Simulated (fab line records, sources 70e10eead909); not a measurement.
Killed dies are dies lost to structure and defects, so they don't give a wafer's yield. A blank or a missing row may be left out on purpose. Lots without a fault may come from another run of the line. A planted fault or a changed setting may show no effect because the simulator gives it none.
fab line records | flow nand_harc
record lots=11 wafers=29 last_day=33
route steps=1302 shown A_CHANNEL_HOLE_D2@586 END@1302
lots that met no fault: from a run of the same line without faults
start_h: hours from the record's first day to the start of the lot's first wafer shown | wait_h: hours since the lot's step before | " the same as in the row above | L1.1+2: a row that stands for several wafers | - no value, or no start given | * or withheld: withheld | < > ~ a bound
route shown NAME@n: a module of which the file shows steps, and the number in the route of the first | usual: mean/standard deviation of fault-free wafers | same: alike in all rows | chamber/n: place in a boat | sites: the reading at each site | _std_site: their standard deviation | _edge_site: outer sites' mean less inner sites' | radius_mm: how far each site lies from the wafer's centre | mask NAME#n: copy n | behind: the tool/chamber that last shaped the wafer | hold: why the lot was held/for how many hours/how that ended | device: the transistor (n, p or np) that didn't switch | end of line: the same wafers' tests at the end of the route | a step without rows: its recipe alone | killed: dies lost to structure and defects at the first sort, not the wafer's yield | map: a wafer's dies, x killed, . not, _ none there
set.NAME: the setting as run; set.NAME@STEP: as run at that earlier step | model.NAME: the simulator's own value behind a step, which no gauge read
steps of the route over a sample of lots; a table a step, a row a wafer
services: from which hour (start_h, from the record's first day; less than 0 if before it) a tool's chamber was out of use, for how many hours, and why
## steps
# step NHARC_A_CHANNEL_HOLE_D2_ETCH_38
# recipe target_depth_a=390 over_etch_frac=0.3 time_s=65 ion_energy_ev=80 cf4_flow_sccm=150 ar_flow_sccm=0 rf_w=300 bias_w=100 chemistry=CF4
# usual drypump_motor_current_A=5.6/0.47 oes_product_au=0.997/0.008 rf_vpp_V=151.3/1 showerhead_plenum_p_Torr=1.77/0.05 throttle_valve_pct=13.284/0.0087
# columns lot.wafer tool chamber start_h wait_h drypump_motor_current_A oes_product_au rf_hours_counter_h rf_vpp_V showerhead_plenum_p_Torr throttle_valve_pct
L496.2 rie_diel-13 1 284.54 0.1 6.6 0.989 5.2 151.0 1.83 13.279
L496.3 " 2 " " 5.5 1.003 5.7 150.0 1.70 13.296
L496.6 " 3 " " 5.9 0.992 - 151.4 1.76 13.280
L497.4 rie_diel-04 1 291.66 0.1 5.5 1.002 6.0 151.4 1.78 13.275
L497.2 " 0 " " 4.9 1.001 5.7 151.8 1.73 13.305
L497.5 " 1 " " 5.5 0.994 - 151.2 1.78 13.271
L498.2 rie_diel-04 1 322.09 0.1 5.5 0.990 7.3 152.2 1.78 13.276
L498.5 " 3 " " 5.9 0.995 - 153.2 1.85 13.298
L498.6 " 0 " " 4.9 1.002 - 150.9 1.73 13.289
L500.1 rie_diel-13 3 323.70 0.1 5.9 0.999 9.0 152.3 1.76 13.280
L500.4 " 0 " " 5.6 0.998 8.7 151.5 1.72 13.260
L500.2 " 1 " " 6.6 1.000 8.2 151.7 1.83 13.284
L502.3 rie_diel-08 2 358.82 0.1 5.2 1.003 7.5 149.8 1.76 13.280
L502.5 " 2 " " 5.2 0.983 - 151.8 1.76 13.293
L502.6 " 3 " " 5.7 0.995 - 150.9 1.82 13.288
L506.6 rie_diel-08 2 397.78 0.1 5.3 0.985 - 151.6 1.76 13.284
L506.5 " 3 " " 5.7 0.999 - 149.3 1.82 13.290
L506.4 " 1 " " 5.1 0.997 - 151.4 1.73 13.291
L514.5 rie_diel-08 3 469.20 0.1 5.7 0.998 - 152.5 1.82 13.276
L517.1 rie_diel-08 3 505.70 0.1 5.7 0.996 7.8 151.5 1.82 13.291
L517.2 " 0 " " 6.0 0.990 5.3 151.3 1.75 13.274
L517.4 " 1 " " 5.1 0.998 7.9 150.3 1.73 13.281
L516.4 rie_diel-13 1 507.08 0.1 6.6 0.998 8.2 152.5 1.83 13.293
L518.1 rie_diel-13 1 515.08 0.1 6.6 0.995 8.8 152.3 1.83 13.285
L518.3 " 2 " " 5.5 1.000 9.5 150.9 1.69 13.274
L518.6 " 0 " " 5.6 0.990 - 150.8 1.71 13.280
L519.2 rie_diel-13 1 528.78 0.1 6.6 0.996 0.0 152.1 1.83 13.287
L519.1 " 0 " " 5.6 1.005 0.0 151.4 1.71 13.280
L519.5 " 1 " " 6.6 1.001 - 153.1 1.83 13.286
# step NHARC_A_CHANNEL_HOLE_D2_ETCH_20
# recipe bias_v=3000 source_w=withheld pressure_mtorr=20 time_s=361.9 ar_flow_sccm=375 c4f8_flow_sccm=89.3 o2_flow_sccm=35.7 temp_c=-20 target_depth_a=16000 chemistry=C4F8/O2/Ar
# usual drypump_motor_current_A=5.99/0.27 showerhead_plenum_p_Torr=3.63/0.15 throttle_valve_pct=32.155/0.0089
# columns lot.wafer tool chamber start_h wait_h drypump_motor_current_A rf_hours_counter_h showerhead_plenum_p_Torr throttle_valve_pct
L496.2 har_etch-02 1 285.74 0.1 6.52 340 3.42 32.145
L496.3 " 0 " " 5.87 - 3.73 32.153
L496.6 " 0 " " 5.86 - 3.73 32.157
L497.2 har_etch-01 0 294.08 0.1 5.82 157 3.70 32.156
L497.4 " 0 " " 5.83 - 3.70 32.178
L497.5 " 1 " " 5.84 - 3.53 32.148
L498.2 har_etch-01 0 327.15 0.1 5.82 176 3.69 32.145
L498.6 " 0 " " 5.82 - 3.69 32.157
L498.5 " 1 " " 5.87 - 3.52 32.155
L500.1 har_etch-02 1 327.25 0.1 6.56 366 3.40 32.151
L500.2 " 0 " " 5.88 389 3.71 32.149
L500.4 " 1 " " 6.52 - 3.40 32.142
L502.3 har_etch-01 0 360.37 0.2 5.81 - 3.68 32.162
L502.6 " 1 " " 5.86 - 3.51 32.163
L502.5 " 0 " " 5.81 - 3.68 32.152
L506.4 har_etch-01 1 401.63 0.2 5.86 - 3.50 32.146
L506.6 " 1 " " 5.87 - 3.50 32.164
L506.5 " 0 " " 5.82 - 3.67 32.166
L514.5 har_etch-02 1 470.84 0.3 6.50 - 3.91 32.168
L517.1 har_etch-01 0 509.36 0.1 5.82 291 3.63 32.152
L517.2 " 1 " " 5.86 291 3.46 32.149
L517.4 " 0 " " 5.83 - 3.63 32.145
L516.4 har_etch-02 1 510.95 0.2 6.51 - 3.90 32.166
L518.1 har_etch-02 1 516.28 0.1 6.50 65 3.90 32.155
L518.3 " 0 " " 5.88 - 3.66 32.166
L518.6 " 0 " " 5.84 - 3.66 32.151
L519.2 har_etch-01 0 532.77 0.1 5.82 302 3.62 32.162
L519.1 " 1 " " 5.87 302 3.46 32.158
L519.5 " 0 " " 5.83 - 3.62 32.161
# step NHARC_A_CHANNEL_HOLE_D2_ETCH_27
# recipe bias_v=400 source_w=2000 pressure_mtorr=25 time_s=90 ar_flow_sccm=375 c4f8_flow_sccm=41.7 o2_flow_sccm=83.3 temp_c=-20 target_depth_a=4000 chemistry=C4F8/O2/Ar
# usual drypump_motor_current_A=5.99/0.27 showerhead_plenum_p_Torr=3.66/0.15 throttle_valve_pct=27.619/0.0098
# columns lot.wafer tool chamber start_h wait_h drypump_motor_current_A rf_hours_counter_h showerhead_plenum_p_Torr throttle_valve_pct
L496.2 har_etch-02 1 289.61 0.2 6.47 343 3.45 27.623
L496.3 " 0 " " 5.87 - 3.77 27.619
L496.6 " 0 " " 5.86 - 3.77 27.626
L497.2 har_etch-01 0 297.92 0.2 5.83 161 3.74 27.623
L497.4 " 0 " " 5.83 - 3.74 27.604
L497.5 " 1 " " 5.88 - 3.56 27.608
L498.2 har_etch-01 0 331.02 0.2 5.81 179 3.73 27.609
L498.6 " 0 " " 5.83 - 3.73 27.614
L498.5 " 1 " " 5.89 - 3.55 27.617
L500.1 har_etch-02 1 331.13 0.2 6.52 370 3.43 27.627
L500.2 " 0 " " 5.85 393 3.75 27.622
L500.4 " 1 " " 6.53 - 3.43 27.627
L502.3 har_etch-01 0 364.19 0.2 5.84 - 3.72 27.618
L502.6 " 1 " " 5.87 - 3.54 27.619
L502.5 " 0 " " 5.83 - 3.72 27.620
L506.4 har_etch-01 1 405.44 0.2 5.87 - 3.53 27.621
L506.6 " 1 " " 5.85 - 3.53 27.610
L506.5 " 0 " " 5.83 - 3.70 27.607
L514.5 har_etch-02 1 474.62 0.2 6.51 - 3.96 27.617
L517.1 har_etch-01 0 513.22 0.2 5.85 295 3.67 27.607
L517.2 " 1 " " 5.88 295 3.49 27.615
L517.4 " 0 " " 5.81 - 3.67 27.603
L516.4 har_etch-02 1 514.75 0.2 6.53 - 3.94 27.616
L518.1 har_etch-02 1 520.17 0.2 6.50 68 3.94 27.629
L518.3 " 0 " " 5.89 - 3.70 27.616
L518.6 " 0 " " 5.86 - 3.70 27.621
L519.2 har_etch-01 0 536.64 0.2 5.80 306 3.66 27.628
L519.1 " 1 " " 5.88 306 3.49 27.620
L519.5 " 0 " " 5.81 - 3.66 27.625
# step NHARC_A_CHANNEL_HOLE_D2_STRIP_28
# recipe o2_flow_sccm=500 ar_flow_sccm=0 bias_w=0 chemistry=O2
# usual drypump_motor_current_A=5.5/0.45 oes_product_au=1.000/0.0087 rf_vpp_V=57.8/0.88 showerhead_plenum_p_Torr=3.54/0.098 throttle_valve_pct=17.037/0.0097
# columns lot.wafer tool chamber start_h wait_h drypump_motor_current_A oes_product_au rf_hours_counter_h rf_vpp_V showerhead_plenum_p_Torr throttle_valve_pct
L496.2 rie_diel-04 0 290.56 - 4.9 0.989 5.6 57.1 3.45 17.020
L496.3 " 1 " " 5.5 1.002 5.9 57.9 3.56 17.047
L496.6 " 3 " " 5.9 1.011 - 58.7 3.70 17.032
L497.2 rie_diel-04 1 298.74 - 5.6 0.999 6.7 58.0 3.56 17.037
L497.4 " 0 " " 4.9 1.007 6.1 56.3 3.45 17.027
L497.5 " 1 " " 5.6 1.002 - 57.2 3.56 17.035
L498.2 rie_diel-13 2 331.94 - 5.5 1.019 9.3 57.2 3.38 17.043
L498.5 " 2 " " 5.5 1.010 - 57.8 3.38 17.042
L498.6 " 3 " " 5.9 1.002 - 57.9 3.51 17.042
L500.2 rie_diel-08 1 331.98 - 5.1 0.994 6.3 56.5 3.45 17.028
L500.1 " 3 " " 5.7 1.011 8.0 58.6 3.64 17.036
L500.4 " 0 " " 6.0 1.005 7.4 58.4 3.50 17.051
L502.3 rie_diel-04 1 365.00 - 5.6 1.013 0.1 57.5 3.56 17.059
L502.5 " 0 " " 5.0 1.015 - 57.2 3.45 17.041
L502.6 " 1 " " 5.6 1.013 - 58.1 3.56 17.035
L506.4 rie_diel-08 3 406.49 - 5.7 1.002 - 59.1 3.63 17.052
L506.6 " 1 " " 5.1 1.006 - 56.7 3.45 17.034
L506.5 " 2 " " 5.3 0.993 - 57.6 3.52 17.043
L514.5 rie_diel-04 0 475.57 - 4.9 1.000 - 58.3 3.45 17.043
L517.4 rie_diel-08 0 514.07 - 6.0 0.999 6.4 57.0 3.50 17.041
L517.1 " 1 " " 5.1 0.993 8.9 58.8 3.44 17.038
L517.2 " 3 " " 5.7 1.003 8.8 57.8 3.63 17.036
L516.4 rie_diel-04 0 515.54 - 4.9 1.001 8.7 58.4 3.45 17.051
L518.1 rie_diel-08 1 521.12 - 5.1 0.994 9.2 58.1 3.44 17.059
L518.3 " 2 " " 5.2 0.986 9.2 58.3 3.51 17.030
L518.6 " 0 " " 6.0 0.997 - 60.0 3.50 17.045
L519.2 rie_diel-13 3 537.54 - 5.9 1.003 1.0 56.1 3.50 17.029
L519.1 " 0 " " 5.6 1.012 0.7 55.5 3.42 17.053
L519.5 " 3 " " 6.0 1.010 - 57.3 3.50 17.041
# step NHARC_A_CHANNEL_HOLE_D2_INSPECT_40
# usual raw_defect_count=291/100
# columns lot.wafer tool chamber start_h wait_h hold raw_defect_count
L496.2 defect_inspect-02 - 291.34 - - 173
L496.3 " - " " - 160
L496.6 " - " " - 238
L497.2 defect_inspect-01 - 299.61 - - 257
L497.4 " - " " - 312
L497.5 " - " " - 229
L498.2 defect_inspect-01 - 332.82 - - 328
L498.5 " - " " - 320
L498.6 " - " " - 304
L500.1 defect_inspect-02 - 332.87 - - 251
L500.2 " - " " - 197
L500.4 " - " " - 374
L502.3 defect_inspect-01 - 365.82 - - 247
L502.5 " - " " - 212
L502.6 " - " " - 236
L506.4 defect_inspect-01 - 407.26 - - 214
L506.5 " - " " - 184
L506.6 " - " " - 241
L514.5 defect_inspect-01 - 476.36 - await_dispo/0.2h/release 927
L514.5 defect_inspect-01 - 476.53 0.2 - 933
L517.1 defect_inspect-01 - 514.95 - - 298
L517.2 " - " " - 260
L517.4 " - " " - 216
L516.4 defect_inspect-01 - 516.42 - await_dispo/0.2h/release 734
L516.4 defect_inspect-01 - 516.60 0.2 - 719
L518.1 defect_inspect-02 - 521.90 - - 408
L518.3 " - " " - 256
L518.6 " - " " - 237
L519.1 defect_inspect-01 - 538.37 - - 725
L519.2 " - " " - 403
L519.5 " - " " - 314
# step NHARC_END_SORT_01
# recipe temp_c=25
# usual killed_at_array=59/17 killed_at_other=0.7/0.9 killed_at_periphery=3.6/2.3 killed_dies=63/18 killed_open=3.4/1.9 killed_short=2.6/1.7
# same gross_dies=677
# columns lot.wafer tool chamber start_h wait_h killed_at_array killed_at_other killed_at_periphery killed_dies killed_open killed_short
L514.5 prober-01 0 781.50 3.7 103 2 2 107 6 6
L516.4 prober-02 0 785.82 3.4 82 2 1 85 5 3
# killed by level:class
L514.5 A_CHANNEL_HOLE_D2:unspecified=47 A_CHANNEL_HOLE_D1:chamber_film_flake=36 A_CONTACT:chamber_film_flake=4 A_SLIT:chamber_film_flake=3 A_ONON_D2:geometric_particle:short=2 A_CHANNEL_FILL_D2:geometric_particle:open=2 THIN_TSV:chamber_film_flake=2 P_CONTACT:geometric_particle:open=1
L516.4 A_CHANNEL_HOLE_D2:unspecified=51 A_CHANNEL_HOLE_D1:chamber_film_flake=14 A_SLIT:chamber_film_flake=5 A_STAIRCASE:chamber_film_flake=3 THIN_TSV:chamber_film_flake=2 P_GATE:geometric_particle:short=1 A_DECK1_JOINT:geometric_particle:short=1 A_ONON_D1:geometric_particle:short=1
## services
# columns tool chamber start_h hours kind
rie_diel-08 0 273.30 - clean
rie_diel-08 1 273.30 - clean
rie_diel-08 2 273.30 - clean
rie_diel-08 3 273.30 - clean
rie_diel-08 0 297.80 - clean
rie_diel-08 1 297.80 - clean
rie_diel-08 2 297.80 - clean
rie_diel-08 3 297.80 - clean
rie_diel-08 2 335.88 5.3 repair
rie_diel-13 - 342.00 9.0 pm
rie_diel-04 - 354.90 9.0 pm
rie_diel-08 0 356.13 5.0 repair
rie_diel-08 - 367.80 9.0 pm
har_etch-01 - 377.65 4.9 repair
har_etch-02 - 387.28 17.0 pm
rie_diel-08 0 390.50 23.0 repair
rie_diel-04 0 391.23 3.2 repair
har_etch-02 - 414.25 12.5 repair
rie_diel-13 1 419.44 5.6 repair
rie_diel-04 3 422.81 5.7 repair
rie_diel-08 0 467.70 5.3 repair
rie_diel-04 1 470.09 27.1 repair
rie_diel-13 - 519.47 9.0 pm
rie_diel-04 - 531.90 9.0 pm
## key
first_sign step=NHARC_A_CHANNEL_HOLE_D2_INSPECT_40 reading=visit direction=added
effect step=NHARC_A_CHANNEL_HOLE_D2_INSPECT_40 reading=raw_defect_count direction=up sigmas=5.3 usual=291 struck=830
more_kills_born_at NHARC_A_CHANNEL_HOLE_D2_STRIP_28@rie_diel-04=98
met_at NHARC_A_CHANNEL_HOLE_D2_STRIP_28
struck_lots L514,L516
struck_wafers L514.5,L516.4
tester_left_out L514,L516
not_acting_at NHARC_A_CHANNEL_HOLE_D2_ETCH_38,NHARC_A_CHANNEL_HOLE_D2_ETCH_20,NHARC_A_CHANNEL_HOLE_D2_ETCH_27
onset_between 365.00 475.57
fault kind=chamber_particle_source tool=rie_diel-04 chamber=0 onset_h=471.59 steps=NHARC_A_CHANNEL_HOLE_D2_STRIP_28 rate_per_visit_cm2=0.79097 end_h=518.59
# tester_left_out: of these lots the tester's yield and bins aren't shown, on N5 and GAA mostly nor the transistor test; their killed dies are dies lost to structure and defects alone, not to doping, threshold or leakage, so they don't give the yield
